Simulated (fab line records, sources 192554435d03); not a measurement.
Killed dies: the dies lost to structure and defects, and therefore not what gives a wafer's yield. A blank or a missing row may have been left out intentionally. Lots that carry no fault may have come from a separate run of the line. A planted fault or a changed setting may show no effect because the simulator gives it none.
Split-lot experiment ; flow n5_finfet ; on a route of 1938 steps: 7 lots, 39 wafers read

== ON THE SPLIT ==
At N5_FIN_SAQP_HM_DEP_72 (deposits SiO2 from SiH4/N2O, target thk 12 nm, time 7.2 s), the setting target_thk_a was moved away from the recipe's 120 angstrom on 12 of the 39 wafers read, by -9.4% to +12.9%. This setting was run at the recipe's value on the other wafers.

== FROM THE SPLIT TO THE READING: what the file shows between them, 4 steps ==
- N5_FIN_SAQP_COAT_49: time 60 s, resist thk 100 nm
- N5_FIN_SAQP_COAT_50: time 60 s, resist thk 35 nm
- N5_FIN_SAQP_ETCH_52: etches SOC in N2/H2, target depth 100 nm, overetch 20 nm, time 150 s
- N5_FIN_SAQP_STRIP_53: strips in N2/H2

== THE READING ==
etch.depth_nm (the simulator's own value, which no gauge read), in nm, at N5_FIN_SAQP_HM_OPEN_73 (chemistry CHF3/O2, target SiO2, stops on a-Si, target depth 12 nm, time 16.8 s). No usual value for it is given in the file. Average 12.05 nm, standard deviation 0.23 nm, over the 27 wafers here run with the recipe.

wafer;tool, chamber at the split;target_thk_a as run, angstrom;against the recipe;etch.depth_nm, nm;against lot-mates on the recipe
L077.1;pecvd-01, 2;120;recipe;12;-
L077.2;pecvd-01, 1;120;recipe;11.94;-
L077.3;pecvd-01, 0;135.5;+12.9%;13.66;+1.52
L077.4;pecvd-01, 0;120;recipe;12.49;-
L077.5;pecvd-01, 1,2;135.5;+12.9%;13.76;+1.62
L077.6;pecvd-01, 1,2;135.5;+12.9%;13.76;+1.62
L078.1;pecvd-03, 1;120;recipe;12.34;-
L078.2;pecvd-03, 0;120;recipe;11.85;-
L078.3;pecvd-03, 1;120;recipe;12.53;-
L078.4;pecvd-03, 0;120;recipe;12.11;-
L078.5;pecvd-03, 0;120;recipe;12.29;-
L078.6;pecvd-03, 1;120;recipe;12.33;-
L083.1;pecvd-01, 2;120;recipe;12.16;-
L083.4;pecvd-01, 2;120;recipe;12.02;-
L083.5;pecvd-01, 1;120;recipe;12.13;-
L084.1;pecvd-01, 0;108.7;-9.4%;10.8;-1.28
L084.2;pecvd-01, 2;120;recipe;11.91;-
L084.3;pecvd-01, 1;120;recipe;12.04;-
L084.4;pecvd-01, 0;108.7;-9.4%;10.95;-1.13
L084.5;pecvd-01, 2;108.7;-9.4%;10.97;-1.11
L084.6;pecvd-01, 1;120;recipe;12.28;-
L086.1;pecvd-01, 1;120;recipe;11.91;-
L086.2;pecvd-01, 0;120;recipe;11.78;-
L086.3;pecvd-01, 2;120;recipe;11.86;-
L086.4;pecvd-01, 0;120;recipe;12.02;-
L086.5;pecvd-01, 1;120;recipe;12.16;-
L086.6;pecvd-01, 2;120;recipe;11.97;-
L087.1;pecvd-02, 1;128.1;+6.7%;12.78;+1.05
L087.2;pecvd-02, 0;120;recipe;11.52;-
L087.3;pecvd-02, 1;128.1;+6.7%;12.83;+1.10
L087.4;pecvd-02, 0;128.1;+6.7%;12.53;+0.80
L087.5;pecvd-02, 0;120;recipe;11.74;-
L087.6;pecvd-02, 1;120;recipe;11.92;-
L092.1;pecvd-03, 0;120;recipe;11.87;-
L092.2;pecvd-03, 1;129.5;+7.9%;13.15;+1.10
L092.3;pecvd-03, 2;129.5;+7.9%;12.65;+0.60
L092.4;pecvd-03, 0;120;recipe;12.22;-
L092.5;pecvd-03, 1;129.5;+7.9%;13.04;+0.99
L092.6;pecvd-03, 2;120;recipe;12.05;-
If several chambers appear in one row, that row covers several wafers at once and the file leaves open which wafer was in which chamber.

FIT RESULTS
A straight line over all 39 wafers: etch.depth_nm changes by +0.121 nm for each +1% of target_thk_a; r = +0.95; the points scatter about the line by 0.22 nm.
The same after taking each lot's own level away (the mean of its wafers on the recipe; 39 wafers): +0.124 nm for each +1%; r = +0.97; scatter 0.17 nm.
The reading moves by 1.6 nm for the largest change in target_thk_a, on that fit.
Across the lots, their own levels run from 11.727 to 12.242 nm, a range of 2.3 times the standard deviation given above.
So the lot-to-lot level changes the slope little: the two slopes agree.
Check: with one of the wafers moved furthest among these (+12.9%) left out of the fit, the line predicts +1.63 nm for it against its lot-mates. Against them it came out at +1.52 nm.

== OTHER SPLITS APPLIED TO THESE WAFERS ==
Before the reading, these wafers also passed through other splits. Each is held against what the fit with the lots' levels taken away leaves over:
other split on the same wafers;wafers away from the commonest value;r with etch.depth_nm (lot level and that fit taken away)
N5_PMOS_HMC_CHANNEL_EPI_EPI_20 pressure_torr;12;+0.00

== THE WHOLE CHAIN: every reading that the file lists as answering this split, in the file's order ==
step;what it does;reading;change (the file's fit);r (the file's)
N5_FIN_SAQP_HM_DEP_72;deposits SiO2 from SiH4/N2O, target thk 12 nm, time 7.2 s;SiO2_of_FIN_SAQP_HM_DEP_72.thk_nm (the simulator's own value, which no gauge read);+0.124 nm for each +1% of the setting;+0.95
N5_FIN_SAQP_HM_OPEN_73;chemistry CHF3/O2, target SiO2, stops on a-Si, target depth 12 nm, time 16.8 s;etch.depth_nm (the simulator's own value, which no gauge read);+0.124 nm for each +1% of the setting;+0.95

== THE FILE'S OWN FIT ==
etch.depth_nm changes by +0.124 nm for each +1% of target_thk_a, r = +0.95.
